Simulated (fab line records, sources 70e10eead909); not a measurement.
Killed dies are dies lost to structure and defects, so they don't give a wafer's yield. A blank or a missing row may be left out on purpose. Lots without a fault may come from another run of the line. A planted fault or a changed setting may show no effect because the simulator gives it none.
A struck lot beside a sound one | flow nand_harc | 15 steps out of a route of 1302
Sound: wafers L676.1, L676.2, L676.5. Struck: wafers L675.1, L675.5, L675.6. The cause comes at the end.
At each step with rows: each side's tool, then ch and its chambers, then its first start. Under that, the readings that differ: sound wafers | struck wafers | difference of the means | sigmas: that difference in standard deviations of wafers without a fault.
alike: readings whose means differ by less than 2 such deviations, and words and numbers that are the same on both sides. not compared: withheld readings, readings that some wafer has no value for, bounds like >300 that may hide the same value, and numbers for which the record gives no deviation and whose values overlap.
The two part at a step that has a row with sigmas, a row that says differs or no value, or rows on one side only. Numbers that don't overlap but have no deviation are shown without sigmas and don't part them. A reading that every wafer of one side lacks parts them only if that side has two wafers or more.

NHARC_P_M1_ETCH_35: etches the open film in N2/H2, target depth 40 nm, overetch 12 nm, time 43.94 s.
  sound on rie_diel-07 ch 0,3, day 11 06:01; struck on rie_diel-07 ch 1,2,3, day 10 16:28
  alike: drypump_motor_current_A, mfc_ar_sccm, oes_product_au, rf_vpp_V, showerhead_plenum_p_Torr, throttle_valve_pct
  not compared: rf_hours_counter_h
then, 1 step without rows for these wafers: NHARC_P_M1_ETCH_15 (etches the open film in C4F8/Ar, target depth 182.5 nm, time 91.2 s).
NHARC_P_M1_CD_MEAS_16:
  sound on cd_sem-02, day 11 06:14; struck on cd_sem-01, day 10 16:40
  alike: cd_nm
NHARC_P_M1_STRIP_18: strips in N2/H2.
  sound on rie_diel-09 ch 0,3, day 11 06:20; struck on rie_diel-09 ch 0,2,3, day 10 16:48
  alike: drypump_motor_current_A, mfc_ar_sccm, oes_product_au, rf_vpp_V, showerhead_plenum_p_Torr, throttle_valve_pct
  not compared: rf_hours_counter_h
NHARC_P_M1_ETCH_28: etches the open film in CF4/N2, target depth 30 nm, time 72.99 s.
  sound on rie_diel-09 ch 1,2,3; struck on rie_diel-09 ch 0,1,3
  alike: drypump_motor_current_A, mfc_ar_sccm, oes_product_au, rf_vpp_V, showerhead_plenum_p_Torr, throttle_valve_pct
  not compared: rf_hours_counter_h
then, 2 steps without rows for these wafers: NHARC_P_M1_STRIP_19 (strips in post etch residue remover, time 600 s); NHARC_P_M1_DEGAS_29 (time 60 s).
NHARC_P_M1_PRE_CLEAN_30: time 30 s.
  sound on pvd_sputter-02; struck on pvd_sputter-02
  alike: heater_power_w
NHARC_P_M1_PVD_20: deposits TaN, target thk 5 nm, time 8.06 s.
  sound on pvd_sputter-02; struck on pvd_sputter-02
  alike: throttle_valve_pct
then, 3 steps without rows for these wafers: NHARC_P_M1_PVD_21 (deposits Cu, target thk 30 nm, time 20.49 s); NHARC_P_M1_ECD_22 (material Cu, target thk 400 nm); NHARC_P_M1_ANNEAL_31 (time 90 s).
NHARC_P_M1_CMP_23: polishes, t overpolish 20 s, target thk 157.82 nm.
  sound on cmp-02 ch 1,2, day 11 08:10; struck on cmp-04 ch 0,3, day 10 18:28
  no value came back on the struck wafers for any of 5 readings (edge_zone_pressure_frac, motor_current_A (A) and others); on the sound wafers edge_zone_pressure_frac reads 0.989 0.995 0.995
NHARC_P_M1_THK_MEAS_24: measures by xrf.
  sound on film_metro-01, day 11 08:28; struck on film_metro-01, day 10 18:57
  reading     | sound             | struck            | difference | sigmas
  thk_nm (nm) | 158.2 158.3 158.7 | 396.5 390.9 400.0 | +237.4     | +99 or more
  not compared: hold
NHARC_END_SORT_01:
  the record has rows for the sound wafers here (prober-02 ch 0, day 29 15:43) and none for the struck ones

WHERE THEY PART
First at NHARC_P_M1_CMP_23; last, within this record, at NHARC_END_SORT_01.

WHY: what the simulator had put in
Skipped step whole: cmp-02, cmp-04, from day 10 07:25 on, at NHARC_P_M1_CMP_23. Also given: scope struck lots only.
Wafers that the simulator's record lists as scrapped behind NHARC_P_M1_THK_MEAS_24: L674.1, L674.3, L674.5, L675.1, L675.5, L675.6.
